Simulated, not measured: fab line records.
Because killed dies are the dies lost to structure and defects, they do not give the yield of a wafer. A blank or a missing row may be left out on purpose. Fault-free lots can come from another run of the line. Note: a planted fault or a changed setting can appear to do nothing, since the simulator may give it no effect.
Matching of chambers    flow n5Finfet    4 sister chambers for N5_MOL_CONTACT_COAG_ETCH_110 on rieDiel-05
The step etches Si in CF4/O2, target depth 2.5 nm, time 8 s. 4 wafers are shown with their chamber, then 7 later ones without.

## WAFERS PAIRED WITH THEIR CHAMBERS
wafer   chamber  drypumpMotorCurrentA (A)
L312.6  3        4.7
L315.4  2        6.0
L325.1  1        5.8
L325.4  0        5.2

## WAFERS WHOSE CHAMBER IS MISSING
wafer   drypumpMotorCurrentA (A)
L325.6  6.0
L327.3  5.2
L327.4  5.9
L327.5  5.8
L331.2  4.7
L331.3  5.2
L331.4  5.9

## CHAMBER TAKEN BY EACH
wafer   from the rows above      in truth
L325.6  2                        2
L327.3  0                        0
L327.4  can't be placed: 2 or 1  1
L327.5  1                        1
L331.2  3                        3
L331.3  0                        0
L331.4  can't be placed: 2 or 1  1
Correctly placed: 5 of 7. Unplaceable from these rows: 2, with the true chamber sitting among the candidates in 2. Number placed wrongly: 0.
How it was worked out, from the rows above alone: a wafer's distance from a chamber is the root of the sum, over the readings, of the square of ((its reading less the chamber's mean) divided by the reading's scatter). The wafer belongs to the nearest chamber; if the next one is less than 2 further off, it can't be placed. For every chamber, the mean is computed from those of its wafers that are shown. The scatter: root of mean squared gap, hidden wafer to nearest shown wafer, with one shown wafer a chamber.
